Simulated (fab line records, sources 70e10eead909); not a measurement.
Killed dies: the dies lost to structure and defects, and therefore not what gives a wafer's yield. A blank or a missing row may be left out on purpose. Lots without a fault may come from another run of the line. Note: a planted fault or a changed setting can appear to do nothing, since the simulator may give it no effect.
What tool caused it? -- flow nand harc -- 24 lots, 72 wafers sampled, at 6 steps of a route of 1159

WHAT THE GAUGES READ, wafer by wafer
The record holds no reading of a measuring or inspecting step that can be judged against a usual standard deviation.

TOOL THAT RAN EACH LOT (tool first, then ch and the chambers of the sampled wafers, then the start)
lot,NHARC_A_STAIRCASE_STRIP_171,NHARC_A_STAIRCASE_TRIM_16,NHARC_A_STAIRCASE_TRIM_24,NHARC_A_STAIRCASE_ETCH_192,NHARC_A_STAIRCASE_ETCH_194,NHARC_A_STAIRCASE_ETCH_197
L074,"plasma asher-02 ch 0,1, day 10 18:14","rie diel-04 ch 1,2, no start","rie diel-01 ch 1,2, no start","rie diel-01 ch 2,3, no start","rie diel-01 ch 1,2,3, no start","rie diel-01 ch 0,3, no start"
L077,"plasma asher-02 ch 0,1, day 11 05:01","rie diel-01 ch 0,1,3, no start","rie diel-01 ch 0,1,2, no start","rie diel-04 ch 0,2,3, no start","rie diel-04 ch 0,3, no start","rie diel-08 ch 0,1,3, no start"
L075,"plasma asher-01 ch 0,1, day 11 09:15","rie diel-01 ch 1,2,3, no start","rie diel-01 ch 0,2, no start","rie diel-04 ch 1,3, no start","rie diel-04 ch 1,2, no start","rie diel-08 ch 1,3, no start"
L076,"plasma asher-01 ch 0,1, day 11 12:01","rie diel-08 ch 0,2, no start","rie diel-08 ch 0,2, no start","rie diel-01 ch 2,3, no start","rie diel-01 ch 0,2,3, no start","rie diel-08 ch 0,1,3, no start"
L078,"plasma asher-02 ch 0,1, day 11 12:32","rie diel-01 ch 0,3, no start","rie diel-01 ch 0,3, no start","rie diel-01 ch 0,1,2, no start","rie diel-01 ch 1,3, no start","rie diel-01 ch 0,1,2, no start"
L080,"plasma asher-02 ch 0,1, day 11 20:41","rie diel-01 ch 0,1,2, no start","rie diel-01 ch 1,2,3, no start","rie diel-01 ch 1,2,3, no start","rie diel-01 ch 1,2,3, no start","rie diel-01 ch 1,2,3, no start"
L079,"plasma asher-01 ch 0,1, day 11 20:52","rie diel-08 ch 0,1, no start","rie diel-04 ch 0,1, no start","rie diel-08 ch 0,3, no start","rie diel-08 ch 1,2, no start","rie diel-01 ch 0,1, no start"
L082,"plasma asher-01 ch 0,1, day 12 11:43","rie diel-04 ch 0,2, no start","rie diel-01 ch 0,2, no start","rie diel-04 ch 0,2, no start","rie diel-04 ch 0,1,2, no start","rie diel-08 ch 0,1,2, no start"
L081,"plasma asher-02 ch 0,1, day 12 12:37","rie diel-04 ch 0,2, no start","rie diel-01 ch 0,1, no start","rie diel-04 ch 0,1,2, no start","rie diel-04 ch 0,2, no start","rie diel-04 ch 1,2, no start"
L084,"plasma asher-01 ch 0, day 13 00:51","rie diel-08 ch 0,1, no start","rie diel-08 ch 0,1, no start","rie diel-08 ch 1,2,3, no start","rie diel-08 ch 0,1,2, no start","rie diel-01 ch 0,1,3, no start"
L083,"plasma asher-02 ch 0,1, day 13 04:40","rie diel-08 ch 0,1,2, no start","rie diel-08 ch 1,2, no start","rie diel-01 ch 1,3, no start","rie diel-01 ch 0,1, no start","rie diel-01 ch 0,3, no start"
L087,"plasma asher-02 ch 0,1, day 13 22:43","rie diel-01 ch 0,1,3, no start","rie diel-01 ch 0,2,3, no start","rie diel-08 ch 0,2, no start","rie diel-08 ch 2,3, no start","rie diel-04 ch 1,2, no start"
L086,"plasma asher-01 ch 0,1, day 14 05:36","rie diel-08 ch 0,1,3, no start","rie diel-04 ch 0,1,3, no start","rie diel-04 ch 0,1,2, no start","rie diel-04 ch 0,1,2, no start","rie diel-04 ch 0,1,2, no start"
L085,"plasma asher-02 ch 0,1, day 14 05:44","rie diel-04 ch 0,3, no start","rie diel-08 ch 0,1,2, no start","rie diel-08 ch 0,1,3, no start","rie diel-08 ch 0,2,3, no start","rie diel-01 ch 1,2, no start"
L088,"plasma asher-01 ch 0,1, day 14 05:59","rie diel-08 ch 1,2, no start","rie diel-08 ch 0,1,3, no start","rie diel-08 ch 1,2,3, no start","rie diel-08 ch 0,2,3, no start","rie diel-04 ch 0,2,3, no start"
L089,"plasma asher-01 ch 0,1, day 14 09:22","rie diel-04 ch 0,3, no start","rie diel-08 ch 1,2,3, no start","rie diel-04 ch 0,2,3, no start","rie diel-04 ch 0,2, no start","rie diel-04 ch 1,2,3, no start"
L090,"plasma asher-02 ch 0,1, day 14 17:52","rie diel-04 ch 0,1,3, no start","rie diel-08 ch 1,2,3, no start","rie diel-01 ch 0,1,3, no start","rie diel-01 ch 0,1,2, no start","rie diel-01 ch 0,2,3, no start"
L091,"plasma asher-02 ch 0,1, day 14 20:49","rie diel-01 ch 1,3, no start","rie diel-04 ch 0,1,2, no start","rie diel-04 ch 1,2,3, no start","rie diel-04 ch 0,1,2, no start","rie diel-01 ch 0,1,3, no start"
L092,"plasma asher-02 ch 0,1, day 14 21:04","rie diel-01 ch 0,1, no start","rie diel-08 ch 1,2,3, no start","rie diel-08 ch 1,2, no start","rie diel-08 ch 0,1,3, no start","rie diel-01 ch 2,3, no start"
L093,"plasma asher-02 ch 0,1, day 15 12:35","rie diel-01 ch 0,1,2, no start","rie diel-04 ch 0,1,3, no start","rie diel-04 ch 1,2,3, no start","rie diel-04 ch 0,1,2, no start","rie diel-08 ch 2,3, no start"
L094,"plasma asher-02 ch 0,1, day 15 16:07","rie diel-04 ch 0,2,3, no start","rie diel-08 ch 0,2,3, no start","rie diel-01 ch 1,2, no start","rie diel-01 ch 0,1, no start","rie diel-01 ch 0,1,2, no start"
L095,"plasma asher-01 ch 0,1, day 15 19:22","rie diel-01 ch 1,2, no start","rie diel-01 ch 1,2, no start","rie diel-04 ch 0,1,2, no start","rie diel-04 ch 0,1, no start","rie diel-01 ch 0,1,2, no start"
L097,"plasma asher-02 ch 0,1, day 16 11:31","rie diel-01 ch 1,3, no start","rie diel-04 ch 0,3, no start","rie diel-01 ch 0,1,3, no start","rie diel-01 ch 0,1,2, no start","rie diel-08 ch 0,1,3, no start"
L096,"plasma asher-02 ch 0,1, day 16 19:48","rie diel-01 ch 0,1, no start","rie diel-04 ch 1,2,3, no start","rie diel-08 ch 1,2,3, no start","rie diel-08 ch 0,1,2, no start","rie diel-01 ch 0,1,2, no start"
- NHARC_A_STAIRCASE_STRIP_171: strips in O2.
- NHARC_A_STAIRCASE_TRIM_16: chemistry O2, time 211.2 s.
- NHARC_A_STAIRCASE_TRIM_24: chemistry O2, time 211.2 s.
- NHARC_A_STAIRCASE_ETCH_192: etches the open film in C4F8/O2, target depth 100 nm, time 40.5 s.
- NHARC_A_STAIRCASE_ETCH_194: etches the open film in C4F8/O2, target depth 100 nm, time 40.5 s.
- NHARC_A_STAIRCASE_ETCH_197: etches the open film in C4F8/O2, target depth 100 nm, time 40.5 s.

WHAT THE TOOLS THEMSELVES READ (means of the sampled wafers that have a number; where no wafer has one, the mark that the record gives instead)
NHARC_A_STAIRCASE_STRIP_171. Usual: drypump motor current A 5.8 A, standard deviation 0.46; heater power w 344 W, standard deviation 28.
lot,tool,drypump motor current A (A),heater power w (W),flag
L074,plasma asher-02,5.6,352,
L077,plasma asher-02,5.7,350,
L075,plasma asher-01,6.3,321,
L076,plasma asher-01,6.3,319,
L078,plasma asher-02,5.7,355,
L080,plasma asher-02,5.5,366,
L079,plasma asher-01,6.3,320,
L082,plasma asher-01,6.0,305,
L081,plasma asher-02,5.6,355,
L084,plasma asher-01,6.6,318,
L083,plasma asher-02,5.5,370,
L087,plasma asher-02,5.5,365,
L086,plasma asher-01,6.0,324,
L085,plasma asher-02,5.5,372,
L088,plasma asher-01,6.3,320,
L089,plasma asher-01,6.1,319,
L090,plasma asher-02,5.7,352,
L091,plasma asher-02,5.7,347,
L092,plasma asher-02,5.5,360,
L093,plasma asher-02,5.5,368,
L094,plasma asher-02,5.6,353,
L095,plasma asher-01,6.3,324,
L097,plasma asher-02,5.5,364,
L096,plasma asher-02,5.7,355,

NHARC_A_STAIRCASE_TRIM_16. Usual: drypump motor current A 5.6 A, standard deviation 0.52; oes product au 0.997 a.u., standard deviation 0.0067; rf vpp V 57.9 V, standard deviation 0.82; showerhead plenum p Torr 3.52 Torr, standard deviation 0.15; throttle valve pct 17.036 %, standard deviation 0.0091.
lot,tool,drypump motor current A (A),oes product au (a.u.),rf vpp V (V),showerhead plenum p Torr (Torr),throttle valve pct (%),flag
L074,rie diel-04,5.1,0.989,57.7,3.51,17.044,
L077,rie diel-01,5.5,0.992,58.4,3.57,17.043,
L075,rie diel-01,5.2,1.001,57.4,3.54,17.027,
L076,rie diel-08,5.7,1.001,58.4,3.47,17.039,
L078,rie diel-01,5.4,0.995,58.1,3.69,17.038,
L080,rie diel-01,5.3,0.995,58.1,3.53,17.043,
L079,rie diel-08,6.1,1.000,57.2,3.35,17.034,
L082,rie diel-04,5.6,0.998,58.2,3.54,17.025,
L081,rie diel-04,5.7,0.992,58.1,3.57,17.042,
L084,rie diel-08,6.2,0.994,57.9,3.38,17.044,
L083,rie diel-08,5.8,0.998,57.7,3.50,17.030,
L087,rie diel-01,5.5,0.989,58.5,3.56,17.036,
L086,rie diel-08,5.9,0.997,58.6,3.34,17.044,
L085,rie diel-04,6.2,0.992,56.8,3.53,17.036,
L088,rie diel-08,6.0,1.006,58.0,3.54,17.029,
L089,rie diel-04,6.4,0.999,58.4,3.45,17.040,
L090,rie diel-04,5.9,0.996,57.5,3.49,17.024,
L091,rie diel-01,5.3,1.003,57.2,3.56,17.036,
L092,rie diel-01,5.7,1.001,58.8,3.55,17.035,
L093,rie diel-01,5.4,0.987,58.4,3.52,17.039,
L094,rie diel-04,6.0,1.000,58.2,3.48,17.033,
L095,rie diel-01,5.3,0.994,56.9,3.41,17.033,
L097,rie diel-01,5.4,0.992,58.7,3.44,17.029,
L096,rie diel-01,5.6,1.000,57.3,3.44,17.029,

NHARC_A_STAIRCASE_TRIM_24. Usual: drypump motor current A 5.6 A, standard deviation 0.52; oes product au 1.000 a.u., standard deviation 0.0076; rf vpp V 57.8 V, standard deviation 0.84; showerhead plenum p Torr 3.51 Torr, standard deviation 0.16; throttle valve pct 17.037 %, standard deviation 0.0095.
lot,tool,drypump motor current A (A),oes product au (a.u.),rf vpp V (V),showerhead plenum p Torr (Torr),throttle valve pct (%),flag
L074,rie diel-01,5.0,0.991,57.4,3.51,17.044,
L077,rie diel-01,5.4,0.995,56.9,3.54,17.035,
L075,rie diel-01,5.1,0.997,57.8,3.62,17.041,
L076,rie diel-08,5.4,1.001,58.6,3.62,17.043,
L078,rie diel-01,5.6,0.991,57.3,3.68,17.035,
L080,rie diel-01,5.2,0.994,57.7,3.54,17.035,
L079,rie diel-04,5.3,0.999,58.0,3.54,17.036,
L082,rie diel-01,5.5,0.998,58.6,3.64,17.037,
L081,rie diel-01,5.6,0.993,57.0,3.45,17.038,
L084,rie diel-08,6.2,1.002,57.2,3.38,17.030,
L083,rie diel-08,5.6,0.989,57.2,3.65,17.044,
L087,rie diel-01,5.3,0.992,57.4,3.64,17.031,
L086,rie diel-04,5.9,1.005,58.3,3.49,17.042,
L085,rie diel-08,5.8,1.007,58.1,3.50,17.039,
L088,rie diel-08,5.9,0.994,57.0,3.34,17.039,
L089,rie diel-08,5.7,1.006,57.5,3.49,17.043,
L090,rie diel-08,5.7,1.009,57.0,3.49,17.037,
L091,rie diel-04,5.5,1.000,58.9,3.53,17.030,
L092,rie diel-08,5.7,1.007,57.9,3.49,17.046,
L093,rie diel-04,5.9,1.006,57.9,3.48,17.043,
L094,rie diel-08,5.5,0.999,57.7,3.45,17.039,
L095,rie diel-01,5.0,0.999,57.8,3.49,17.036,
L097,rie diel-04,6.5,1.013,59.1,3.44,17.036,
L096,rie diel-04,5.7,0.999,57.6,3.44,17.037,

NHARC_A_STAIRCASE_ETCH_192. Usual: oes product au 0.938 a.u., standard deviation 0.01; rf vpp V 895 V, standard deviation 5.5.
lot,tool,oes product au (a.u.),rf vpp V (V),flag
L074,rie diel-01,0.943,901,
L077,rie diel-04,0.946,895,
L075,rie diel-04,0.933,894,
L076,rie diel-01,0.932,900,
L078,rie diel-01,0.932,897,
L080,rie diel-01,0.929,897,
L079,rie diel-08,0.950,888,
L082,rie diel-04,0.923,897,
L081,rie diel-04,0.945,896,
L084,rie diel-08,0.951,894,
L083,rie diel-01,0.925,893,
L087,rie diel-08,0.939,893,
L086,rie diel-04,0.933,896,
L085,rie diel-08,0.930,888,
L088,rie diel-08,0.929,894,
L089,rie diel-04,0.935,893,
L090,rie diel-01,0.949,897,
L091,rie diel-04,0.938,893,
L092,rie diel-08,0.947,896,
L093,rie diel-04,0.943,894,
L094,rie diel-01,0.931,895,
L095,rie diel-04,0.949,895,
L097,rie diel-01,0.948,896,
L096,rie diel-08,0.939,894,

NHARC_A_STAIRCASE_ETCH_194. Usual: oes product au 0.939 a.u., standard deviation 0.0083; rf vpp V 895 V, standard deviation 5.4.
lot,tool,oes product au (a.u.),rf vpp V (V),flag
L074,rie diel-01,0.940,897,
L077,rie diel-04,0.938,895,
L075,rie diel-04,0.927,895,
L076,rie diel-01,0.943,901,
L078,rie diel-01,0.942,894,
L080,rie diel-01,0.936,897,
L079,rie diel-08,0.932,900,
L082,rie diel-04,0.939,896,
L081,rie diel-04,0.941,897,
L084,rie diel-08,0.935,895,
L083,rie diel-01,0.941,893,
L087,rie diel-08,0.933,893,
L086,rie diel-04,0.939,895,
L085,rie diel-08,0.940,893,
L088,rie diel-08,0.938,893,
L089,rie diel-04,0.935,897,
L090,rie diel-01,0.950,896,
L091,rie diel-04,0.934,895,
L092,rie diel-08,0.931,889,
L093,rie diel-04,0.939,896,
L094,rie diel-01,0.935,897,
L095,rie diel-04,0.950,897,
L097,rie diel-01,0.941,895,
L096,rie diel-08,0.949,895,

NHARC_A_STAIRCASE_ETCH_197. Usual: oes product au 0.949 a.u., standard deviation 0.02; rf vpp V 896 V, standard deviation 5.5.
lot,tool,oes product au (a.u.),rf vpp V (V),flag
L074,rie diel-01,0.938,902,
L077,rie diel-08,0.970,890,
L075,rie diel-08,0.963,891,
L076,rie diel-08,0.926,890,
L078,rie diel-01,0.948,896,
L080,rie diel-01,0.940,896,
L079,rie diel-01,0.955,893,
L082,rie diel-08,0.922,896,
L081,rie diel-04,0.941,894,
L084,rie diel-01,0.919,898,
L083,rie diel-01,0.930,901,
L087,rie diel-04,0.975,895,
L086,rie diel-04,0.939,896,
L085,rie diel-01,0.964,895,
L088,rie diel-04,0.947,895,
L089,rie diel-04,0.930,894,
L090,rie diel-01,0.948,900,
L091,rie diel-01,0.974,896,
L092,rie diel-01,0.956,898,
L093,rie diel-08,0.950,899,
L094,rie diel-01,0.933,895,
L095,rie diel-01,0.970,895,
L097,rie diel-08,0.971,888,
L096,rie diel-01,0.967,894,

THE ANSWER, worked out from the rows above alone
Rule: take the mean of a lot's wafers that have a number; if it is more than 3 standard deviations from the usual mean, the lot is off. A lot without any number at a reading at which 4 lots or more have one is off too. The other lots that the step has rows for count as sound. Order of review: gauges by route order, followed by the tools' own readings, for which a lot's mean as printed above is used. The first step at which some lot is off is used, and at that step the reading that is off furthest; a lot without a number counts as furthest.
No lot is off at any reading shown: from this, nothing can be told.

WHAT WAS PUT IN BY THE SIMULATOR
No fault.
